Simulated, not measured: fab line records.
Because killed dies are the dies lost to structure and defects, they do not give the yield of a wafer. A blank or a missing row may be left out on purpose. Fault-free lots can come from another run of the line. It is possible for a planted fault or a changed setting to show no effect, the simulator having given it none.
Matching of chambers -- flow nand-harc -- 4 sister chambers for NHARC_P_GATE_DESCUM_93 on rie-diel-02
The step chemistry O2, time 3 s. 8 wafers are shown with their chamber, then 12 later ones without.

== EACH WAFER AND ITS CHAMBER ==
wafer,chamber,drypump-motor-current-A (A),oes-product-au (a.u.)
L080.5,1,6.3,1.008
L083.2,1,6.2,0.989
L083.3,2,5.4,0.988
L083.5,3,5.3,1.002
L083.6,2,5.4,1.003
L088.2,0,5.4,1.009
L088.3,3,5.3,1.018
L088.6,0,5.4,1.015

== WAFERS WITH NO CHAMBER GIVEN ==
wafer,drypump-motor-current-A (A),oes-product-au (a.u.)
L088.1,5.4,1.003
L088.4,6.3,0.997
L088.5,6.3,1.009
L090.4,5.4,0.999
L090.5,5.4,1.002
L090.6,6.3,0.989
L094.2,6.4,1.002
L094.4,5.4,0.989
L094.5,5.4,1.005
L094.1,5.4,1.000
L094.3,5.3,1.015
L094.6,6.3,0.999

== EACH ONE'S CHAMBER ==
wafer,from the rows above,in truth
L088.1,can't be placed: 2 or 0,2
L088.4,1,1
L088.5,1,1
L090.4,can't be placed: 2 or 0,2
L090.5,can't be placed: 2 or 0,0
L090.6,1,1
L094.2,1,1
L094.4,can't be placed: 2 or 0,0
L094.5,can't be placed: 0 or 2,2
L094.1,can't be placed: 2 or 0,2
L094.3,3,3
L094.6,1,1
Correctly placed: 6 of 12. From these rows, 6 cannot be placed; in 6 the true chamber is one of the candidates. Number placed wrongly: 0.
How it was worked out, from the rows above alone: a wafer's distance from a chamber is the root of the sum, over the readings, of the square of ((its reading less the chamber's mean) divided by the reading's scatter). If the next closest chamber is less than 2 further off than the closest, the wafer can't be placed; otherwise it belongs to the closest. A chamber's mean is the mean of its shown wafers. The scatter: the root of (the sum of the squares of (reading less its chamber's mean) over the shown wafers, divided by (wafers less chambers)).
